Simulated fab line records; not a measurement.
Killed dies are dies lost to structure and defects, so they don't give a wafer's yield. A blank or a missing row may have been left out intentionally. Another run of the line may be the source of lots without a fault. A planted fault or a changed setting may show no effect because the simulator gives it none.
Matching of chambers    flow n5Finfet    3 sister chambers for N5_BEOL_M1_CO_CAP_55 on cvdCo-02
The step material Co, precursor CCTBA/H2, target thk 2 nm, time 102.1 s. 18 wafers are shown with their chamber, then 9 later ones without.

## WAFERS WITH THEIR CHAMBER
wafer   chamber  heaterPowerW (W)
L076.1  0        210
L076.2  2        223
L076.3  1        226
L076.4  0        212
L076.5  1        232
L076.6  2        225
L081.1  1        225
L081.3  2        220
L081.6  2        225
L083.1  1        223
L083.2  0        214
L083.3  2        219
L084.2  2        223
L084.4  0        207
L084.5  1        226
L086.1  1        221
L086.3  2        216
L086.4  2        217

SIGNATURES, as means of the wafers listed above
reading       chamber 0  chamber 1  chamber 2  scatter within a chamber
heaterPowerW  210.75     225.50     221.00     3.49
Rule: for a wafer and a chamber, the distance is found by dividing, reading by reading, the gap between the wafer's reading and the chamber's mean by the reading's scatter, squaring, summing and taking the root. The wafer belongs to the nearest chamber; if the next one is less than 2 further off, it can't be placed. The scatter: take each reading less its chamber's mean, square it, sum over the shown wafers, divide by the number of wafers less the number of chambers, and take the root.

## WAFERS WITHOUT THEIR CHAMBER
wafer   heaterPowerW (W)
L088.3  227
L088.4  224
L088.5  213
L091.2  221
L091.5  210
L091.6  229
L092.1  210
L092.2  230
L092.5  225

## CHAMBER TAKEN BY EACH
wafer   from the rows above      in truth
L088.3  can't be placed: 1 or 2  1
L088.4  can't be placed: 1 or 2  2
L088.5  can't be placed: 0 or 2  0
L091.2  can't be placed: 2 or 1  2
L091.5  0                        0
L091.6  can't be placed: 1 or 2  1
L092.1  0                        0
L092.2  can't be placed: 1 or 2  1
L092.5  can't be placed: 1 or 2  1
Placed correctly: 2 of 9. Cannot be placed on the basis of these rows: 7; the candidates contain the true chamber in 7. Number placed wrongly: 0.
